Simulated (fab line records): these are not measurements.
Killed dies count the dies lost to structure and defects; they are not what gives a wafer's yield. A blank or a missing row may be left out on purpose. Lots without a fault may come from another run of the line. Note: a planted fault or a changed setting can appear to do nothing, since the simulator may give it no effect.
What tool caused it? + flow n5-finfet + 24 lots, 72 wafers sampled, at 6 steps of a route of 1938

WHAT THE GAUGES READ, wafer by wafer
N5_DUMMY_GATE_THK_MEAS_05. Usual: thk-nm 72.1 nm, standard deviation 0.93.
| lot  | measured    | on            | thk-nm (nm)    | flag |
|------|-------------|---------------|----------------|------|
| L074 | day 2 17:46 | film-metro-02 | 71.0 71.6 72.9 |      |
| L075 | day 2 23:20 | film-metro-02 | 72.7 73.1 72.3 |      |
| L076 | day 3 05:02 | film-metro-02 | 73.2 72.3 73.1 |      |
| L077 | day 3 12:35 | film-metro-02 | 71.7 73.5 72.3 |      |
| L078 | day 3 19:29 | film-metro-02 | 71.0 70.3 70.4 |      |
| L079 | day 4 00:42 | film-metro-02 | 73.4 71.5 72.7 |      |
| L080 | day 4 04:25 | film-metro-02 | 73.0 71.7 72.8 |      |
| L081 | day 4 10:35 | film-metro-02 | 70.8 72.8 73.6 |      |
| L082 | day 4 17:56 | film-metro-02 | 72.2 72.5 72.5 |      |
| L083 | day 4 22:53 | film-metro-02 | 70.4 71.4 71.0 |      |
| L084 | day 5 06:28 | film-metro-02 | 73.3 73.2 70.5 |      |
| L085 | day 5 16:24 | film-metro-01 | 73.2 71.7 73.9 |      |
| L086 | day 5 19:58 | film-metro-02 | 70.7 73.2 71.9 |      |
| L087 | day 6 00:51 | film-metro-02 | 72.2 73.6 72.6 |      |
| L088 | day 6 08:29 | film-metro-01 | 71.7 71.2 73.0 |      |
| L089 | day 6 10:53 | film-metro-01 | 72.7 71.0 72.4 |      |
| L090 | day 6 18:16 | film-metro-01 | 72.2 71.4 71.2 |      |
| L091 | day 6 23:01 | film-metro-01 | 71.4 70.5 71.2 |      |
| L092 | day 7 05:56 | film-metro-02 | 70.6 72.0 71.7 |      |
| L093 | day 7 11:46 | film-metro-01 | 72.2 71.3 71.7 |      |
| L094 | day 7 19:40 | film-metro-01 | 71.6 73.2 73.8 |      |
| L095 | day 7 23:59 | film-metro-01 | 71.7 71.9 71.7 |      |
| L096 | day 8 05:13 | film-metro-02 | 71.5 71.4 71.9 |      |
| L097 | day 8 10:43 | film-metro-02 | 72.1 74.3 72.5 |      |

N5_DUMMY_GATE_INSPECT_17: inspects for defects (brightfield). Usual: raw-defect-count 183, standard deviation 42.
| lot  | measured    | on                | raw-defect-count | flag |
|------|-------------|-------------------|------------------|------|
| L074 | day 2 22:10 | defect-inspect-02 | 196 166 211      |      |
| L075 | day 3 03:46 | defect-inspect-02 | 110 185 137      |      |
| L076 | day 3 09:34 | defect-inspect-02 | 228 245 160      |      |
| L077 | day 3 16:59 | defect-inspect-01 | 199 146 148      |      |
| L078 | day 4 01:50 | defect-inspect-01 | 168 168 178      |      |
| L079 | day 4 05:44 | defect-inspect-01 | 255 142 223      |      |
| L080 | day 4 08:48 | defect-inspect-02 | 134 219 175      |      |
| L081 | day 4 14:58 | defect-inspect-02 | 184 187 124      |      |
| L082 | day 4 22:28 | defect-inspect-02 | 275 247 260      |      |
| L083 | day 5 03:24 | defect-inspect-02 | 181 210 179      |      |
| L084 | day 5 10:59 | defect-inspect-01 | 163 214 231      |      |
| L085 | day 5 20:55 | defect-inspect-02 | 244 179 190      |      |
| L086 | day 6 00:28 | defect-inspect-02 | 205 214 255      |      |
| L087 | day 6 05:22 | defect-inspect-01 | 215 188 228      |      |
| L088 | day 6 13:03 | defect-inspect-02 | 153 182 198      |      |
| L089 | day 6 15:16 | defect-inspect-02 | 186 149 185      |      |
| L090 | day 6 22:47 | defect-inspect-02 | 179 270 186      |      |
| L091 | day 7 03:24 | defect-inspect-02 | 280 172 131      |      |
| L092 | day 7 12:17 | defect-inspect-01 | 130 256 119      |      |
| L093 | day 7 16:09 | defect-inspect-02 | 172 150 139      |      |
| L094 | day 8 00:04 | defect-inspect-02 | 190 227 185      |      |
| L095 | day 8 04:24 | defect-inspect-01 | 172 218 151      |      |
| L096 | day 8 11:41 | defect-inspect-02 | 221 124 150      |      |
| L097 | day 8 15:14 | defect-inspect-01 | 161 149 145      |      |

EACH LOT AND THE TOOL THAT RAN IT (in order: tool; ch and the chambers of the sampled wafers; start)
| lot  | N5_FIN_CUT_ETCH_30                | N5_FIN_CUT_STRIP_24               | N5_FIN_CUT_PRECLEAN_35            | N5_STI_FIN_REVEAL_ALD_00         |
|------|-----------------------------------|-----------------------------------|-----------------------------------|----------------------------------|
| L074 | rie-diel-01 ch 1,2, day 2 03:13   | rie-diel-01 ch 1,2, day 2 03:36   | vapor-etch-01 ch 0,1, day 2 03:44 | ald-sin-01 ch 1,2, day 2 04:53   |
| L075 | rie-diel-01 ch 0,1,3, day 2 08:50 | rie-diel-01 ch 0,1,3, day 2 09:13 | vapor-etch-02 ch 0,1, day 2 09:40 | ald-sin-03 ch 2,3, day 2 10:02   |
| L076 | rie-diel-05 ch 2,3, day 2 14:07   | rie-diel-05 ch 2,3, day 2 14:29   | vapor-etch-02 ch 0, day 2 14:37   | ald-sin-03 ch 0,1,3, day 2 15:22 |
| L077 | rie-diel-05 ch 1,3, day 2 21:38   | rie-diel-05 ch 1,3, day 2 22:01   | vapor-etch-01 ch 0,1, day 2 22:09 | ald-sin-02 ch 1,3, day 2 22:33   |
| L078 | rie-diel-03 ch 0,3, day 3 04:18   | rie-diel-03 ch 0,3, day 3 04:41   | vapor-etch-02 ch 0,1, day 3 04:49 | ald-sin-03 ch 0,2,3, day 3 06:35 |
| L079 | rie-diel-01 ch 0,1, day 3 10:37   | rie-diel-01 ch 0,1, day 3 11:00   | vapor-etch-01 ch 1, day 3 11:08   | ald-sin-01 ch 0,1, day 3 11:32   |
| L080 | rie-diel-05 ch 1,2,3, day 3 14:30 | rie-diel-05 ch 1,2,3, day 3 14:53 | vapor-etch-02 ch 1, day 3 15:01   | ald-sin-02 ch 0,1,3, day 3 15:27 |
| L081 | rie-diel-03 ch 1,2,3, day 3 20:49 | rie-diel-03 ch 1,2,3, day 3 21:11 | vapor-etch-02 ch 0,1, day 3 21:20 | ald-sin-03 ch 0,1, day 3 21:43   |
| L082 | rie-diel-01 ch 0,2, day 4 03:43   | rie-diel-01 ch 0,2, day 4 04:05   | vapor-etch-01 ch 0,1, day 4 04:14 | ald-sin-01 ch 0,1,3, day 4 04:43 |
| L083 | rie-diel-01 ch 0,2, day 4 08:32   | rie-diel-01 ch 0,2, day 4 08:55   | vapor-etch-02 ch 0,1, day 4 09:03 | ald-sin-01 ch 0,1,3, day 4 09:46 |
| L084 | rie-diel-03 ch 0,2,3, day 4 15:18 | rie-diel-03 ch 0,2,3, day 4 15:41 | vapor-etch-01 ch 0,1, day 4 15:50 | ald-sin-02 ch 1,2, day 4 16:23   |
| L085 | rie-diel-05 ch 0,2, day 4 23:50   | rie-diel-05 ch 0,2, day 5 00:14   | vapor-etch-02 ch 0,1, day 5 00:22 | ald-sin-03 ch 0,1,2, day 5 02:56 |
| L086 | rie-diel-05 ch 0,2,3, day 5 05:59 | rie-diel-05 ch 0,2,3, day 5 06:22 | vapor-etch-01 ch 0,1, day 5 06:30 | ald-sin-02 ch 0,2,3, day 5 06:55 |
| L087 | rie-diel-05 ch 1,2, day 5 10:43   | rie-diel-05 ch 1,2, day 5 11:06   | vapor-etch-02 ch 0,1, day 5 11:14 | ald-sin-02 ch 2,3, day 5 11:38   |
| L088 | rie-diel-03 ch 0,3, day 5 16:46   | rie-diel-03 ch 0,3, day 5 17:09   | vapor-etch-01 ch 0,1, day 5 17:17 | ald-sin-03 ch 0,1,3, day 5 17:41 |
| L089 | rie-diel-05 ch 0,1,2, day 5 21:01 | rie-diel-05 ch 0,1,2, day 5 21:24 | vapor-etch-01 ch 0,1, day 5 21:32 | ald-sin-03 ch 1,2, day 5 21:57   |
| L090 | rie-diel-03 ch 0,3, day 6 04:04   | rie-diel-03 ch 0,3, day 6 04:26   | vapor-etch-01 ch 0,1, day 6 04:34 | ald-sin-01 ch 0,2, day 6 04:59   |
| L091 | rie-diel-01 ch 0,3, day 6 09:05   | rie-diel-01 ch 0,3, day 6 09:28   | vapor-etch-02 ch 0,1, day 6 09:38 | ald-sin-01 ch 0,3, day 6 10:04   |
| L092 | rie-diel-01 ch 0,1,2, day 6 15:50 | rie-diel-01 ch 0,1,2, day 6 16:13 | vapor-etch-01 ch 1, day 6 16:20   | ald-sin-03 ch 1,2, day 6 17:04   |
| L093 | rie-diel-05 ch 1,2,3, day 6 21:25 | rie-diel-05 ch 1,2,3, day 6 21:48 | vapor-etch-01 ch 0,1, day 6 21:56 | ald-sin-02 ch 0,1,3, day 6 22:35 |
| L094 | rie-diel-05 ch 0,1,3, day 7 03:50 | rie-diel-05 ch 0,1,3, day 7 04:13 | vapor-etch-01 ch 0,1, day 7 04:21 | ald-sin-02 ch 0,1,2, day 7 04:46 |
| L095 | rie-diel-03 ch 0,2,3, day 7 09:26 | rie-diel-03 ch 0,2,3, day 7 09:49 | vapor-etch-01 ch 0,1, day 7 09:58 | ald-sin-03 ch 0,1,2, day 7 10:26 |
| L096 | rie-diel-05 ch 1,2, day 7 14:44   | rie-diel-05 ch 1,2, day 7 15:07   | vapor-etch-01 ch 0, day 7 15:14   | ald-sin-02 ch 1,2,3, day 7 15:38 |
| L097 | rie-diel-01 ch 2,3, day 7 20:40   | rie-diel-01 ch 2,3, day 7 21:02   | vapor-etch-02 ch 0,1, day 7 21:10 | ald-sin-01 ch 2,3, day 7 21:35   |
- N5_FIN_CUT_ETCH_30: etches underlayer in N2/H2, target depth 13 nm, time 10.4 s.
- N5_FIN_CUT_STRIP_24: strips in CF4.
- N5_FIN_CUT_PRECLEAN_35: cleans in vHF, time 13.3 s.
- N5_STI_FIN_REVEAL_ALD_00: deposits SiO2, target thk 1 nm, pulse time 1 s.

AS READ BY THE TOOLS THEMSELVES (means over the sampled wafers that have a number; for cases with no such wafer, the mark the record gives instead)
N5_FIN_CUT_ETCH_30. Usual: drypump-motor-current-A 5.8 A, standard deviation 0.64; etch-rf-on-time-s 10.37 s, standard deviation 0.16; oes-product-au 0.65 a.u., standard deviation 0.063; rf-vpp-V 523.6 V, standard deviation 3; showerhead-plenum-p-Torr 2.54 Torr, standard deviation 0.1; throttle-valve-pct 17.88 %, standard deviation 0.24.
| lot  | tool        | drypump-motor-current-A (A) | etch-rf-on-time-s (s) | oes-product-au (a.u.) | rf-vpp-V (V) | showerhead-plenum-p-Torr (Torr) | throttle-valve-pct (%) | flag |
|------|-------------|-----------------------------|-----------------------|-----------------------|--------------|---------------------------------|------------------------|------|
| L074 | rie-diel-01 | 6.2                         | 10.21                 | 0.64                  | 524.0        | 2.57                            | 18.11                  |      |
| L075 | rie-diel-01 | 5.6                         | 10.34                 | 0.60                  | 524.0        | 2.56                            | 17.90                  |      |
| L076 | rie-diel-05 | 6.6                         | 10.35                 | 0.68                  | 521.2        | 2.46                            | 17.80                  |      |
| L077 | rie-diel-05 | 6.5                         | 10.37                 | 0.66                  | 521.6        | 2.49                            | 17.96                  |      |
| L078 | rie-diel-03 | 5.4                         | 10.26                 | 0.65                  | 523.3        | 2.54                            | 17.75                  |      |
| L079 | rie-diel-01 | 5.9                         | 10.47                 | 0.58                  | 521.5        | 2.48                            | 17.96                  |      |
| L080 | rie-diel-05 | 6.3                         | 10.28                 | 0.64                  | 521.8        | 2.48                            | 17.98                  |      |
| L081 | rie-diel-03 | 5.3                         | 10.53                 | 0.66                  | 524.5        | 2.56                            | 17.64                  |      |
| L082 | rie-diel-01 | 6.1                         | 10.32                 | 0.63                  | 526.6        | 2.64                            | 18.09                  |      |
| L083 | rie-diel-01 | 6.2                         | 10.33                 | 0.64                  | 526.7        | 2.65                            | 18.18                  |      |
| L084 | rie-diel-03 | 5.3                         | 10.43                 | 0.65                  | 524.4        | 2.55                            | 17.70                  |      |
| L085 | rie-diel-05 | 5.7                         | 10.48                 | 0.69                  | 521.1        | 2.46                            | 17.76                  |      |
| L086 | rie-diel-05 | 5.9                         | 10.19                 | 0.71                  | 521.2        | 2.46                            | 17.75                  |      |
| L087 | rie-diel-05 | 6.1                         | 10.60                 | 0.60                  | 521.5        | 2.49                            | 18.18                  |      |
| L088 | rie-diel-03 | 5.3                         | 10.33                 | 0.66                  | 521.5        | 2.45                            | 17.72                  |      |
| L089 | rie-diel-05 | 5.6                         | 10.42                 | 0.67                  | 521.3        | 2.48                            | 17.91                  |      |
| L090 | rie-diel-03 | 5.3                         | 10.31                 | 0.66                  | 520.9        | 2.44                            | 17.73                  |      |
| L091 | rie-diel-01 | 5.6                         | 10.38                 | 0.59                  | 525.1        | 2.62                            | 17.99                  |      |
| L092 | rie-diel-01 | 6.1                         | 10.26                 | 0.69                  | 526.0        | 2.66                            | 17.95                  |      |
| L093 | rie-diel-05 | 6.3                         | 10.46                 | 0.62                  | 523.0        | 2.47                            | 18.04                  |      |
| L094 | rie-diel-05 | 5.8                         | 10.25                 | 0.67                  | 521.7        | 2.48                            | 17.91                  |      |
| L095 | rie-diel-03 | 5.3                         | 10.45                 | 0.64                  | 523.3        | 2.54                            | 17.74                  |      |
| L096 | rie-diel-05 | 6.1                         | 10.58                 | 0.60                  | 521.3        | 2.46                            | 18.06                  |      |
| L097 | rie-diel-01 | 5.4                         | 10.50                 | 0.59                  | 525.7        | 2.62                            | 17.99                  |      |

N5_FIN_CUT_STRIP_24. Usual: drypump-motor-current-A 5.8 A, standard deviation 0.63; oes-product-au 0.75 a.u., standard deviation 0.066; rf-vpp-V 271.2 V, standard deviation 1.8; showerhead-plenum-p-Torr 1.79 Torr, standard deviation 0.067; throttle-valve-pct 13.61 %, standard deviation 0.19.
| lot  | tool        | drypump-motor-current-A (A) | oes-product-au (a.u.) | rf-vpp-V (V) | showerhead-plenum-p-Torr (Torr) | throttle-valve-pct (%) | flag |
|------|-------------|-----------------------------|-----------------------|--------------|---------------------------------|------------------------|------|
| L074 | rie-diel-01 | 6.1                         | 0.74                  | 271.2        | 1.81                            | 13.77                  |      |
| L075 | rie-diel-01 | 5.5                         | 0.70                  | 271.3        | 1.80                            | 13.71                  |      |
| L076 | rie-diel-05 | 6.6                         | 0.78                  | 270.1        | 1.74                            | 13.55                  |      |
| L077 | rie-diel-05 | 6.5                         | 0.76                  | 270.5        | 1.75                            | 13.62                  |      |
| L078 | rie-diel-03 | 5.3                         | 0.76                  | 270.4        | 1.80                            | 13.48                  |      |
| L079 | rie-diel-01 | 5.9                         | 0.68                  | 270.6        | 1.74                            | 13.78                  |      |
| L080 | rie-diel-05 | 6.3                         | 0.74                  | 270.3        | 1.74                            | 13.67                  |      |
| L081 | rie-diel-03 | 5.2                         | 0.77                  | 272.1        | 1.80                            | 13.42                  |      |
| L082 | rie-diel-01 | 6.1                         | 0.72                  | 272.2        | 1.85                            | 13.79                  |      |
| L083 | rie-diel-01 | 6.2                         | 0.74                  | 272.5        | 1.86                            | 13.81                  |      |
| L084 | rie-diel-03 | 5.3                         | 0.76                  | 271.4        | 1.80                            | 13.47                  |      |
| L085 | rie-diel-05 | 5.7                         | 0.80                  | 269.9        | 1.73                            | 13.53                  |      |
| L086 | rie-diel-05 | 5.9                         | 0.81                  | 270.3        | 1.74                            | 13.49                  |      |
| L087 | rie-diel-05 | 6.1                         | 0.70                  | 270.7        | 1.75                            | 13.80                  |      |
| L088 | rie-diel-03 | 5.3                         | 0.76                  | 268.7        | 1.74                            | 13.47                  |      |
| L089 | rie-diel-05 | 5.6                         | 0.77                  | 271.0        | 1.75                            | 13.61                  |      |
| L090 | rie-diel-03 | 5.3                         | 0.76                  | 269.9        | 1.74                            | 13.49                  |      |
| L091 | rie-diel-01 | 5.6                         | 0.69                  | 272.0        | 1.84                            | 13.78                  |      |
| L092 | rie-diel-01 | 6.1                         | 0.78                  | 272.9        | 1.87                            | 13.65                  |      |
| L093 | rie-diel-05 | 6.3                         | 0.72                  | 269.6        | 1.74                            | 13.73                  |      |
| L094 | rie-diel-05 | 5.8                         | 0.77                  | 270.2        | 1.75                            | 13.60                  |      |
| L095 | rie-diel-03 | 5.3                         | 0.74                  | 272.6        | 1.80                            | 13.53                  |      |
| L096 | rie-diel-05 | 6.1                         | 0.70                  | 270.8        | 1.74                            | 13.77                  |      |
| L097 | rie-diel-01 | 5.4                         | 0.69                  | 271.9        | 1.84                            | 13.75                  |      |

N5_FIN_CUT_PRECLEAN_35. Usual: drypump-motor-current-A 5.9 A, standard deviation 0.38.
| lot  | tool          | drypump-motor-current-A (A) | flag |
|------|---------------|-----------------------------|------|
| L074 | vapor-etch-01 | 6.2                         |      |
| L075 | vapor-etch-02 | 5.6                         |      |
| L076 | vapor-etch-02 | 5.7                         |      |
| L077 | vapor-etch-01 | 6.2                         |      |
| L078 | vapor-etch-02 | 5.6                         |      |
| L079 | vapor-etch-01 | 6.4                         |      |
| L080 | vapor-etch-02 | 5.3                         |      |
| L081 | vapor-etch-02 | 5.4                         |      |
| L082 | vapor-etch-01 | 6.1                         |      |
| L083 | vapor-etch-02 | 5.4                         |      |
| L084 | vapor-etch-01 | 6.2                         |      |
| L085 | vapor-etch-02 | 5.4                         |      |
| L086 | vapor-etch-01 | 6.2                         |      |
| L087 | vapor-etch-02 | 5.6                         |      |
| L088 | vapor-etch-01 | 6.1                         |      |
| L089 | vapor-etch-01 | 6.1                         |      |
| L090 | vapor-etch-01 | 6.1                         |      |
| L091 | vapor-etch-02 | 5.6                         |      |
| L092 | vapor-etch-01 | 6.4                         |      |
| L093 | vapor-etch-01 | 6.2                         |      |
| L094 | vapor-etch-01 | 6.1                         |      |
| L095 | vapor-etch-01 | 6.2                         |      |
| L096 | vapor-etch-01 | 5.9                         |      |
| L097 | vapor-etch-02 | 5.4                         |      |

N5_STI_FIN_REVEAL_ALD_00. Usual: heater-power-outer-w 248 W, standard deviation 35; heater-power-w 453 W, standard deviation 53; precursor-pulse-height-rel 1.002, standard deviation 0.022.
| lot  | tool       | heater-power-outer-w (W) | heater-power-w (W) | precursor-pulse-height-rel | flag |
|------|------------|--------------------------|--------------------|----------------------------|------|
| L074 | ald-sin-01 | 303                      | 519                | 1.003                      |      |
| L075 | ald-sin-03 | 199                      | 370                | 0.997                      |      |
| L076 | ald-sin-03 | 245                      | 440                | 0.997                      |      |
| L077 | ald-sin-02 | 241                      | 443                | 1.015                      |      |
| L078 | ald-sin-03 | 234                      | 419                | 1.010                      |      |
| L079 | ald-sin-01 | 286                      | 502                | 1.012                      |      |
| L080 | ald-sin-02 | 256                      | 468                | 1.008                      |      |
| L081 | ald-sin-03 | 254                      | 476                | 0.996                      |      |
| L082 | ald-sin-01 | 252                      | 457                | 1.022                      |      |
| L083 | ald-sin-01 | 254                      | 459                | 0.991                      |      |
| L084 | ald-sin-02 | 248                      | 454                | 1.016                      |      |
| L085 | ald-sin-03 | 242                      | 439                | 0.985                      |      |
| L086 | ald-sin-02 | 262                      | 488                | 1.013                      |      |
| L087 | ald-sin-02 | 266                      | 474                | 1.011                      |      |
| L088 | ald-sin-03 | 247                      | 451                | 0.976                      |      |
| L089 | ald-sin-03 | 221                      | 421                | 0.989                      |      |
| L090 | ald-sin-01 | 257                      | 447                | 0.984                      |      |
| L091 | ald-sin-01 | 203                      | 391                | 1.018                      |      |
| L092 | ald-sin-03 | 207                      | 394                | 1.013                      |      |
| L093 | ald-sin-02 | 250                      | 461                | 1.012                      |      |
| L094 | ald-sin-02 | 259                      | 480                | 1.009                      |      |
| L095 | ald-sin-03 | 238                      | 445                | 1.025                      |      |
| L096 | ald-sin-02 | 255                      | 460                | 1.012                      |      |
| L097 | ald-sin-01 | 264                      | 454                | 0.986                      |      |

THE ANSWER, worked out from the rows above alone
Rule: take the mean of a lot's wafers that have a number; if it is more than 3 standard deviations from the usual mean, the lot is off. A lot without any number at a reading at which 4 lots or more have one is off too. All remaining lots with rows at the step are treated as sound. The gauges are gone through in route order, then the tools' own readings, and for those a lot's mean is taken as printed above. The first step at which some lot is off is used, and at that step the reading that is off furthest; a lot without a number counts as furthest.
Nothing can be told from this: no lot is off at any reading shown.

WHAT WAS PUT IN BY THE SIMULATOR
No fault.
